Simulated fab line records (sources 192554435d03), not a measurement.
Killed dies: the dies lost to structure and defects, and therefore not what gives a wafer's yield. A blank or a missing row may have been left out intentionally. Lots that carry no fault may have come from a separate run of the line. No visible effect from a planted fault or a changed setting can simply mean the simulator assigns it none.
fab line records	flow n5-finfet
record lots=5	wafers=12	last-day=17
route steps=1938 shown DUMMY_GATE@248 SPACER0@258 SD_EPI_N@262 BEOL_M4@1111 PASSIVATION@1936
lots that met no fault: taken from a fault-free run of the same line
start-h: hours from the record's opening day to when the first of the lot's shown wafers began	wait-h: hours from the lot's prior step to this one	" the same as in the row above	L1.1+2: a single row standing in for several wafers	- no value present, or no start provided	* or withheld: withheld	< > ~ a bound
route shown NAME@n: NAME is a module with steps in the file, n the number in the route of the first one	usual: mean and standard deviation over wafers with no fault	same: alike in all rows	chamber/n: place in a boat	sites: the reading at each site	_std_site: the values' standard deviation	_edge_site: inner sites' mean taken away from outer sites' mean	radius-mm: for every site, how far away it sits from the centre of the wafer	mask NAME#n: copy n	behind: the tool/chamber that last shaped the wafer	hold: what put the lot on hold/how long, in hours/how the hold closed	device: transistor that didn't switch, given as n, p or np	end of line: tests run on the same wafers once the route is complete	a step given without rows: its recipe and nothing more	killed: dies lost to structure and defects at the first sort, not the wafer's yield	map: per-die view of a wafer (x killed, . not killed, _ where there is no die)
set.NAME: the run value of the setting; set.NAME@STEP: its run value at that earlier step	model.NAME: the simulator's own value behind a step, which no gauge read
a table for each step, a row for each wafer; lots at some steps of the route
services: the hour from which a tool's chamber was out of use, counted from the record's first day as start-h (under 0 if before that day), plus the number of hours and why
## steps
# step N5_DUMMY_GATE_ETCH_44
# recipe chemistry=HBr/O2	over-etch-frac=0.7	target-depth-a=1275	stop-on=SiO2	ion-energy-ev=60	bias-w=20	target=poly-Si	mask-material=SiO2	pressure-mtorr=20	icp-w=400	HBr_flow_sccm=120	O2_flow_sccm=10
# step N5_DUMMY_GATE_ETCH_42
# recipe chemistry=CHF3/O2	target=SiO2	target-depth-a=35	time-s=31	ion-energy-ev=30	bias-w=12	pressure-mtorr=30	source-w=600	Ar_flow_sccm=200	CHF3_flow_sccm=50	O2_flow_sccm=5
# step N5_DUMMY_GATE_STRIP_48
# recipe chemistry=N2/H2	time-s=20	power-w=100	temp-c=40	pressure-mtorr=100	rf-frequency-hz=6e+07	bias-power-w=3	n2-flow-sccm=300	h2-flow-sccm=300
# step N5_DUMMY_GATE_PRECLEAN_33
# recipe chemistry=dHF	time-s=10	dilution=750:1	temp-c=25
# step N5_DUMMY_GATE_PRECLEAN_25
# recipe chemistry=O3/DIW	time-s=45	temp-c=22	o3-ppm=10
# step N5_DUMMY_GATE_PRECLEAN_51
# recipe chemistry=SC2	time-s=45	temp-c=35	mix=1:1:50
# step N5_DUMMY_GATE_SRD_26
# recipe dry=ipa-marangoni	time-s=30	temp-c=23	rinse-liquid=diw
# step N5_DUMMY_GATE_UV_OZONE_45
# recipe time-s=120	pressure-torr=760	temp-c=25
# step N5_SPACER0_ALD_07
# recipe material=SiNx	target-thk-a=20	temp-c=400	ald-precursor-family=SiH2I2	ald-co-reactant=N2/H2-plasma	pressure-torr=2
# step N5_SPACER0_ALD_00
# recipe material=SiOCN	target-thk-a=35	temp-c=400	ald-precursor-family=alkyl-aminosilane	ald-co-reactant=O2/N2-plasma	pulse-time-s=3	purge-time-s=2	co-reactant-purge-time-s=2	ald-cycles=58	pressure-torr=2
# step N5_SPACER0_ALD_08
# recipe material=SiNx	target-thk-a=20	temp-c=400	ald-precursor-family=SiH2I2	ald-co-reactant=N2/H2-plasma	pressure-torr=2
# usual heater-power-outer-w=529/45	heater-power-w=848/100
lot.wafer	tool	chamber	start-h	wait-h	heater-power-outer-w	heater-power-w	model.SiNx_of_SPACER0_ALD_08.thk-nm
L664.2	ald-sin-01	2	49.06	0.1	522	849	2
L664.3	"	0	"	"	567	944	2
L664.4	"	3	"	"	514	828	2
L668.2	ald-sin-02	1	72.18	0.1	601	973	2
L668.4	"	2	"	"	453	694	2
L668.6	"	3	"	"	453	707	2
L676.5	ald-sin-02	2	122.32	0.1	467	694	3.8
L676.6	"	3	"	"	472	731	2
L680.1	ald-sin-02	0	146.25	0.1	518	801	3.8
L680.3	"	3	"	"	468	740	2
L681.1	ald-sin-02	3	151.80	0.1	453	707	3.8
L681.3	"	1	"	"	580	979	2
# step N5_SD_EPI_N_COAT_32
# recipe resist=SOC	temp-c=250	time-s=60	spin-rpm=1500	resist-thk-nm=350
# step N5_SD_EPI_N_COAT_33
# recipe resist=SiARC	temp-c=220	time-s=60	spin-rpm=1500	resist-thk-nm=35
# step N5_SD_EPI_N_COAT_03
# recipe resist=CAR-ArF-block	spin-rpm=1500	resist-thk-nm=150
# step N5_SD_EPI_N_EBR_05
# recipe solvent=PGMEA	ebr-width-mm=1.5
# step N5_SD_EPI_N_SOFTBAKE_04
# recipe temp-c=110	time-s=60	resist=CAR-ArF-block
# step N5_SD_EPI_N_EXPOSE_06
# recipe mask-id=SD_N_BLK	na=1.35	source-shape=conventional	sigma-outer=0.8	polarization=unpolarized	target-cd-nm=120	dose-mj=39.75
# step N5_SD_EPI_N_PEB_07
# recipe peb-temp-c=110	peb-time-s=60	resist=CAR-ArF-block
# step N5_SD_EPI_N_DEVELOP_08
# recipe develop-time-s=30	developer=TMAH	resist=CAR-ArF-block	dev-temp-c=23	rinse-liquid=diw	dry=air-spin
# step N5_SD_EPI_N_DESCUM_14
# recipe chemistry=O2	time-s=7.9	source-power-w=50	bias-power-w=20	pressure-mtorr=20	rf-frequency-hz=2.712e+07	temp-c=40	resist=CAR-ArF-block	o2-flow-sccm=225
# step N5_SD_EPI_N_ETCH_34
# recipe chemistry=CF4	target=SiARC	target-depth-a=455	mask-material=CAR-ArF-block	time-s=75.8	ion-energy-ev=80	pressure-mtorr=40	source-w=545	bias-w=36	Ar_flow_sccm=100	cf4-flow-sccm=100	ends=cleared
# step N5_SD_EPI_N_ETCH_35
# recipe chemistry=N2/H2	target=SOC	overetch-a=1080	mask-material=SiARC	temp-c=40	ion-energy-ev=100	source-w=3000	bias-w=133	pressure-mtorr=20	time-s=486	n2-flow-sccm=200	h2-flow-sccm=200
# step N5_SD_EPI_N_STRIP_36
# recipe chemistry=N2/H2	temp-c=40	n2-flow-sccm=200	h2-flow-sccm=200	rf-frequency-hz=6e+07
# step N5_SD_EPI_N_ETCHBACK_44
# recipe chemistry=CH3F/O2	mode=anisotropic-etchback	target=SiNx	target-depth-a=145	stop-on=SiO2	over-etch-frac=0.3	ion-energy-ev=120	pressure-mtorr=30	source-w=395	bias-w=73	Ar_flow_sccm=150	CH3F_flow_sccm=30	O2_flow_sccm=20
# step N5_SD_EPI_N_ETCH_45
# recipe chemistry=CH3F/O2	target=SiOCN	target-depth-a=60	mask-material=SOC	ion-energy-ev=60	bias-w=29	pressure-mtorr=15	source-w=410	Ar_flow_sccm=150	CH3F_flow_sccm=30	O2_flow_sccm=20
# step N5_SD_EPI_N_ETCH_16
# recipe chemistry=CHF3/O2	target=SiO2	target-depth-a=50	mask-material=SOC	pressure-mtorr=30	source-w=650	bias-w=170	Ar_flow_sccm=200	CHF3_flow_sccm=50	O2_flow_sccm=5	ion-energy-ev=200
# step N5_SD_EPI_N_STRIP_47
# recipe chemistry=CHF3/O2	resist=SiARC	rf-frequency-hz=6e+07
# step N5_SD_EPI_N_SD_RECESS_17
# recipe chemistry=HBr/Cl2/O2	target-depth-a=410	mask-material=SOC	time-s=23.7	bt-time-s=3	pressure-mtorr=10	icp-w=800	bias-w=112	HBr_flow_sccm=150	Cl2_flow_sccm=80	O2_flow_sccm=12
# step N5_SD_EPI_N_STRIP_38
# recipe chemistry=N2/H2	power-w=1000	temp-c=250	h2-frac=0.65	overash-fraction=0.3	pressure-mtorr=withheld	n2-flow-sccm=1750	h2-flow-sccm=3250
# step N5_SD_EPI_N_WET_ETCH_43
# recipe chemistry=dHF	dilution=withheld	time-s=14	target=SiO2	target-depth-a=15	temp-c=25
lot.wafer	tool	chamber	start-h	wait-h	model.SiNx_of_SPACER0_ALD_08.thk-nm
L664.2+3	wet-bench-06	0,7	50.72	-	1.4
L664.4	"	2	"	"	1.6
L668.2+4+6	wet-bench-01	0,7,4	74.53	-	1.6
L676.5	wet-bench-01	4	123.85	-	3.2
L676.6	"	3	"	"	1.6
L680.1	wet-bench-05	4	147.64	-	3.2
L680.3	"	2	"	"	1.6
L681.1	wet-bench-01	4	153.18	-	3.2
L681.3	"	0	"	"	1.6
# step N5_SD_EPI_N_STRIP_18
# recipe chemistry=SPM	time-s=750	temp-c=130	h2so4-h2o2-vol-ratio=4
# step N5_SD_EPI_N_SRD_20
# recipe dry=ipa-marangoni	do-ppb=5	time-s=30	temp-c=23	rinse-liquid=diw
# step N5_SD_EPI_N_PRECLEAN_48
# recipe chemistry=NF3:NH3	afs-cycles=2	temp-c=30	time-s=20	sublimation-temp-c=180	sublimation-time-s=60	pressure-torr=3	rf-power-w=30
# step N5_SD_EPI_N_VAPOR_ETCH_50
# recipe chemistry=HCl	target=Si	temp-c=775	time-s=54	pressure-torr=20	mode=isotropic
# step N5_SD_EPI_N_EPI_21
# recipe material=Si:P	dopant=P	temp-c=680	pressure-torr=255	time-s=690
# step N5_BEOL_M4_RC_MEAS_101
# usual DIBL_N=37.5/2.5	DIBL_P=38/3.1	IOFF_N=0.19/0.059	IOFF_P=0.24/0.061	ION_N=679/16	ION_P=465/9.8	REXT_N=75.6/1.8	REXT_P=101.0/2.9	SS_N=72.0/0.8	SS_P=73.7/0.86	VT_N=248/4.5	VT_N_LVT=97/4.4	VT_P=-249/3.5	VT_P_LVT=-97/3.3
lot.wafer	tool	chamber	start-h	wait-h	DIBL_N[mV/V]	DIBL_P[mV/V]	IOFF_N[nA/um]	IOFF_P[nA/um]	ION_N[uA/um]	ION_P[uA/um]	REXT_N[ohm.um]	REXT_P[ohm.um]	SS_N[mV/dec]	SS_P[mV/dec]	VT_N[mV]	VT_N_LVT[mV]	VT_P[mV]	VT_P_LVT[mV]
L664.2	prober-02	0	163.50	0.2	38.2	37	0.18	0.21	675	457	75.1	100.9	72.1	73.4	252	100	-251	-98
L664.3	"	0	"	"	37.0	37	0.16	0.23	676	469	76.4	102.5	71.6	73.1	249	99	-249	-98
L664.4	"	0	"	"	41.6	42	0.28	0.30	683	459	75.8	102.9	73.3	74.7	246	94	-245	-95
L668.2	prober-02	0	188.73	0.2	38.9	40	0.23	0.30	696	482	75.4	102.5	72.1	75.0	243	90	-243	-91
L668.4	"	0	"	"	41.6	43	0.28	0.39	689	470	77.3	103.5	72.6	75.5	242	89	-244	-89
L668.6	"	0	"	"	37.1	36	0.17	0.23	676	466	75.6	101.6	71.8	73.8	247	96	-248	-95
L676.5	prober-02	0	253.85	0.6	28.1	29	0.07	0.08	601	408	97.7	128.5	70.5	72.1	261	107	-270	-115
L676.6	"	0	"	"	36.9	36	0.17	0.19	658	445	75.4	100.5	71.6	73.3	250	96	-253	-100
L680.1	prober-02	0	262.67	0.0	32.4	36	0.10	0.12	638	431	96.8	131.4	71.0	72.8	259	107	-262	-110
L680.3	"	0	"	"	37.8	39	0.20	0.24	682	464	74.6	103.4	72.4	74.1	248	96	-250	-97
L681.1	prober-01	0	283.37	0.0	28.7	29	0.06	0.08	592	396	105.3	132.0	71.2	72.3	266	111	-269	-118
L681.3	"	0	"	"	36.3	34	0.14	0.16	665	445	78.3	101.5	72.0	72.8	254	99	-256	-102
# step N5_PASSIVATION_PROBE_49
# usual defect-limited-yield=91.0/1.4	killed_at_M0_to_M3=35/10	killed_at_M4_up=14/5.5	killed-at-contacts=13/5.6	killed-at-front-end=41/11	killed-at-other=4/3.4	killed-dies=106/16	killed-on-rim=13/4	killed-open=68/12	killed-short=35/7.3	sort_bin_4_leakage=0.3/2.1	sort_bin_5_function=5.3/0.89	sort_bin_6_memory=3.4/0.67	sort_bin_8_speed=0.01/0.11	sort-n-pass=1070/28	sort-yield-pct=90.7/2.4
# same gross-dies=1180	killed-at-back-side=0
lot.wafer	tool	chamber	start-h	wait-h	defect-limited-yield[%]	killed_at_M0_to_M3	killed_at_M4_up	killed-at-contacts	killed-at-front-end	killed-at-other	killed-dies	killed-on-rim	killed-open	killed-short	sort_bin_4_leakage[%]	sort_bin_5_function[%]	sort_bin_6_memory[%]	sort_bin_8_speed[%]	sort-n-pass	sort-yield-pct[%]
L668.2	prober-02	-	304.68	0.1	91.9	32	14	16	31	3	96	18	56	34	0	4.9	2.7	0	1084	91.9
L668.4	prober-02	-	304.78	0.2	92.2	34	4	12	34	8	92	17	65	26	0.2	4.7	3.1	0	1086	92.0
L668.6	prober-02	-	304.88	0.3	89.3	47	12	21	44	2	126	9	80	41	0	6.4	3.6	0	1054	89.3
L676.5	prober-02	-	376.68	0.2	92.2	31	15	8	36	2	92	15	59	31	0	4.4	3.1	92.29	0	0
L676.6	prober-02	-	376.73	0.3	93.9	25	4	10	28	5	72	7	43	26	0	3.6	2.3	0.17	1106	93.7
L680.1	prober-02	-	380.56	0.0	89.4	43	11	31	39	1	125	17	85	36	0	6.2	3.9	39.32	591	50.1
L680.3	prober-02	-	380.66	0.1	88.0	49	5	29	54	5	142	21	93	42	0	6.2	5.3	0	1038	88.0
L681.1	prober-02	-	397.60	0.0	92.5	19	6	18	45	1	89	5	57	29	0	4.8	2.5	92.46	0	0
L681.3	prober-02	-	397.70	0.1	88.4	56	19	11	42	9	137	13	94	41	0	5.9	5.3	0	1043	88.4
# killed by level:class
L668.2 MOL_CONTACT_COAG:geometric-particle:open=11 BEOL_M2:geometric-particle:open=7 BEOL_M4:geometric-particle:open=6 BEOL_M1:geometric-particle:open=6 MOL_CONTACT_COAG:geometric-particle:short=5 FIN_SAQP:geometric-particle:open=4 GATE_CUT:geometric-particle:short=4 STARTING-WAFER:geometric-particle:short=4
L668.4 MOL_CONTACT_COAG:geometric-particle:open=10 FIN_SAQP:geometric-particle:open=8 BEOL_M0_SAQP:geometric-particle:open=8 BEOL_M1:geometric-particle:open=8 BEOL_M2:geometric-particle:open=6 STI_FIN_REVEAL:geometric-particle:open=5 GATE_CUT:geometric-particle:short=4 BEOL_M0_SAQP:geometric-particle:short=4
L668.6 MOL_CONTACT_COAG:geometric-particle:open=18 BEOL_M2:geometric-particle:open=15 FIN_SAQP:geometric-particle:open=11 FIN_SAQP:geometric-particle:short=9 BEOL_M1:geometric-particle:open=9 STI_FIN_REVEAL:geometric-particle:open=6 STARTING-WAFER:geometric-particle:short=6 BEOL_M0_SAQP:geometric-particle:short=5
L676.5 FIN_SAQP:geometric-particle:short=12 BEOL_M0_SAQP:geometric-particle:open=9 FIN_SAQP:geometric-particle:open=7 MOL_CONTACT_COAG:geometric-particle:open=7 BEOL_M0_SAQP:geometric-particle:short=7 BEOL_M7:geometric-particle:open=5 DUMMY_GATE:geometric-particle:open=4 BEOL_M1:geometric-particle:open=4
L676.6 STI_FIN_REVEAL:geometric-particle:open=7 MOL_CONTACT_COAG:geometric-particle:open=7 FIN_SAQP:geometric-particle:short=5 BEOL_M3:geometric-particle:open=5 BEOL_M2:geometric-particle:open=5 BEOL_M0_SAQP:geometric-particle:short=4 FIN_SAQP:geometric-particle:open=3 STI_FIN_REVEAL:geometric-particle:short=3
L680.1 MOL_CONTACT_COAG:geometric-particle:open=21 BEOL_M0_SAQP:geometric-particle:open=13 STI_FIN_REVEAL:geometric-particle:open=11 BEOL_M2:geometric-particle:open=11 MOL_CONTACT_COAG:geometric-particle:short=9 BEOL_M0_SAQP:geometric-particle:short=6 FIN_SAQP:geometric-particle:open=6 FIN_SAQP:geometric-particle:short=6
L680.3 MOL_CONTACT_COAG:geometric-particle:open=26 BEOL_M0_SAQP:geometric-particle:open=20 BEOL_M0_SAQP:geometric-particle:short=12 FIN_SAQP:geometric-particle:short=11 STI_FIN_REVEAL:geometric-particle:open=11 BEOL_M2:geometric-particle:open=9 FIN_SAQP:geometric-particle:open=7 GATE_CUT:geometric-particle:open=6
L681.1 MOL_CONTACT_COAG:geometric-particle:open=13 FIN_SAQP:geometric-particle:open=9 STI_FIN_REVEAL:geometric-particle:open=8 DUMMY_GATE:geometric-particle:open=6 BEOL_M0_SAQP:geometric-particle:short=6 FIN_SAQP:geometric-particle:short=5 GATE_CUT:geometric-particle:short=5 MOL_CONTACT_COAG:geometric-particle:short=4
L681.3 BEOL_M1:geometric-particle:open=12 BEOL_M0_SAQP:geometric-particle:open=10 BEOL_M3:geometric-particle:open=10 FIN_SAQP:geometric-particle:open=9 MOL_CONTACT_COAG:geometric-particle:open=9 BEOL_M2:geometric-particle:open=9 BEOL_M0_SAQP:geometric-particle:short=8 DUMMY_GATE:geometric-particle:open=8
# map L676.5 (x killed, . not)
_________________............________________
______________............x....._____________
___________..x.....................__________
__________.....................x...._________
________......x...xx.x..........xx...._______
_______....................x.........x.______
______x.....x........x.................x_____
_____....................................____
____....x.......x................x.x.x....___
___........................................__
___...........x..x...x.......x..x.x...x....__
__................x.......x....x............_
__..................x...........x..........._
_.............xxx..........................x.
_........x.x..................x..x.......x...
_x........x.....................x........x...
_.............x.............x..x.....x.......
_............x...............................
_...................x........................
_....xxx.......................x.........x..x
_x.x........x..x...................xx......x.
__...........................x....x........x_
__...........x.............x........x.x....._
___...x.........x.x...........x..........x.__
___..............x.x.......................__
____.......x..............................___
_____....................................____
______.....................x.x.x........_____
_______.xxx...........................x______
________.....x..x....................._______
__________.........................._________
___________....................x...__________
______________.............xxx.._____________
_________________............________________
# map L680.3 (x killed, . not)
_________________............________________
______________x................._____________
___________...x....................__________
__________...x...........x.........._________
________..x..x...xx.....x.........x.x._______
_______......................x....x....______
______.........x...x......x........xx..._____
_____..x.xx............x..x...x........x.____
____..........x...x.x..........x.x........___
___...........x...x.x...............x..x...__
___x..x......x.......x.....................__
__......x...............x.....x.....x....xx._
__.......x...........x..x.........x........x_
_..x............x.......x....................
_............x..x............x...x...........
_x.......x...x............x..x..............x
_...x.........x......x....x....x.........x...
_.........x......xx...............x..........
_..x..........x..x.x...............x....x....
_...............x..xx......................x.
_...x........x.....x.x........xx...x.x....x..
__.........x...........x.....x.....x....x.xx_
__.x...x.........xx..................xx....._
___.....x...................x.....x.x....xx__
___x........x....x......................x..__
____..........x..........x..x.x......xx...___
_____..x....................x...........x____
______.............x...........x.....xx._____
_______x.x......x........x.............______
________..x..........x......x..x.x...._______
__________.....x.........x.........x_________
___________.xx.....................__________
______________.................._____________
_________________............________________
## services
tool	chamber	start-h	hours	kind
ald-sin-01	1	26.36	2.8	repair
ald-sin-02	2	140.54	34.7	repair
## key
first-sign step=N5_BEOL_M4_RC_MEAS_101	reading=REXT_N	direction=up	sigmas=13	usual=75.6	struck=99.9
effect step=N5_BEOL_M4_RC_MEAS_101	reading=REXT_P	direction=up	sigmas=10	usual=101.0	struck=130.6
effect step=N5_BEOL_M4_RC_MEAS_101	reading=ION_P	direction=down	sigmas=5.4	usual=465	struck=412
effect step=N5_BEOL_M4_RC_MEAS_101	reading=VT_P_LVT	direction=down	sigmas=5.3	usual=-97	struck=-114
effect step=N5_BEOL_M4_RC_MEAS_101	reading=VT_P	direction=down	sigmas=5.3	usual=-249	struck=-267
effect step=N5_BEOL_M4_RC_MEAS_101	reading=ION_N	direction=down	sigmas=4.3	usual=679	struck=610
effect step=N5_BEOL_M4_RC_MEAS_101	reading=VT_N	direction=up	sigmas=3.1	usual=248	struck=262
effect step=N5_BEOL_M4_RC_MEAS_101	reading=DIBL_N	direction=down	sigmas=3.1	usual=37.5	struck=29.8
effect step=N5_BEOL_M4_RC_MEAS_101	reading=VT_N_LVT	direction=up	sigmas=2.8	usual=97	struck=109
effect step=N5_BEOL_M4_RC_MEAS_101	reading=IOFF_P	direction=down	sigmas=2.4	usual=0.24	struck=0.09	wafers-moved=2
effect step=N5_BEOL_M4_RC_MEAS_101	reading=DIBL_P	direction=down	sigmas=2.1	usual=38	struck=31
effect step=N5_PASSIVATION_PROBE_49	reading=sort_bin_8_speed	direction=up	sigmas=99+	usual=0.01	struck=74.69
model-effect step=N5_SPACER0_ALD_08	value=SiNx_of_SPACER0_ALD_08.thk-nm	without=2	struck=3.8
model-effect step=N5_SD_EPI_N_WET_ETCH_43	value=SiNx_of_SPACER0_ALD_08.thk-nm	without=1.6	struck=3.2
met-at N5_SPACER0_ALD_08
struck-wafers L676.5,L680.1,L681.1
onset-between 72.18 122.32
fault kind=process-parameter-drift	tool=ald-sin-02	chamber=-	onset-h=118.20	steps=N5_SPACER0_ALD_08	channel=target-thk-a	offset=*	shape=step	end-h=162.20	scope=struck-wafers-only	acts-in=*	stated=*
